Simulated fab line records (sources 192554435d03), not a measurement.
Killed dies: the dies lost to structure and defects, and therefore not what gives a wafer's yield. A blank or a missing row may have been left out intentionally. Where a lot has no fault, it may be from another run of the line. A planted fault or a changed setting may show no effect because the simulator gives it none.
Matching of chambers :: flow n5 finfet :: N5_HKMG_FIN_ALD_75 on ald hk-02 has 4 sister chambers
The step deposits Al2O3, target thk 1 nm, co reactant pulse time 1 s. 8 wafers are shown with their chamber, then 10 later ones without.

== WAFERS, EACH WITH ITS CHAMBER ==
wafer: L078.6
chamber: 2
heater power w (W): 144
precursor pulse height rel: 0.981

wafer: L082.2
chamber: 0
heater power w (W): 131
precursor pulse height rel: 0.967

wafer: L082.6
chamber: 1
heater power w (W): 141
precursor pulse height rel: 1.040

wafer: L083.3
chamber: 2
heater power w (W): 146
precursor pulse height rel: 1.005

wafer: L083.5
chamber: 0
heater power w (W): 132
precursor pulse height rel: 0.993

wafer: L083.6
chamber: 3
heater power w (W): 122
precursor pulse height rel: 0.978

wafer: L084.2
chamber: 3
heater power w (W): 117
precursor pulse height rel: 1.022

wafer: L084.3
chamber: 1
heater power w (W): 141
precursor pulse height rel: 1.016

== WAFERS WITH NO CHAMBER GIVEN ==
wafer: L084.6
heater power w (W): 143
precursor pulse height rel: 0.997

wafer: L088.1
heater power w (W): 146
precursor pulse height rel: 0.998

wafer: L088.3
heater power w (W): 120
precursor pulse height rel: 0.984

wafer: L088.6
heater power w (W): 143
precursor pulse height rel: 0.997

wafer: L089.2
heater power w (W): 144
precursor pulse height rel: 0.957

wafer: L089.5
heater power w (W): 130
precursor pulse height rel: 1.004

wafer: L089.6
heater power w (W): 141
precursor pulse height rel: 0.988

wafer: L092.2
heater power w (W): 138
precursor pulse height rel: 0.987

wafer: L092.3
heater power w (W): 142
precursor pulse height rel: 1.006

wafer: L092.5
heater power w (W): 145
precursor pulse height rel: 0.973

== THE CHAMBER EACH PASSED THROUGH ==
wafer: L084.6
from the rows above: can't be placed: 2 or 1
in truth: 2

wafer: L088.1
from the rows above: 2
in truth: 2

wafer: L088.3
from the rows above: 3
in truth: 3

wafer: L088.6
from the rows above: can't be placed: 2 or 1
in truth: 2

wafer: L089.2
from the rows above: can't be placed: 2 or 1
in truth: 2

wafer: L089.5
from the rows above: 0
in truth: 0

wafer: L089.6
from the rows above: can't be placed: 1 or 2
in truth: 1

wafer: L092.2
from the rows above: can't be placed: 1 or 0 or 2
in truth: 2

wafer: L092.3
from the rows above: can't be placed: 1 or 2
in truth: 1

wafer: L092.5
from the rows above: 2
in truth: 2
Correct placement for 4 of the 10. These rows do not allow placing 6 (true chamber among the candidates in 6). Placed wrongly: 0.
How it was worked out, from the rows above alone: a wafer's distance from a chamber is the root of the sum, over the readings, of the square of ((its reading less the chamber's mean) divided by the reading's scatter). The wafer belongs to the nearest chamber; if the next one is less than 2 further off, it can't be placed. Each chamber's mean is taken over the wafers shown for it. How the scatter is found: for the shown wafers, subtract from each reading the mean of its chamber, square and add these, divide the total by (wafers less chambers), then take the root.
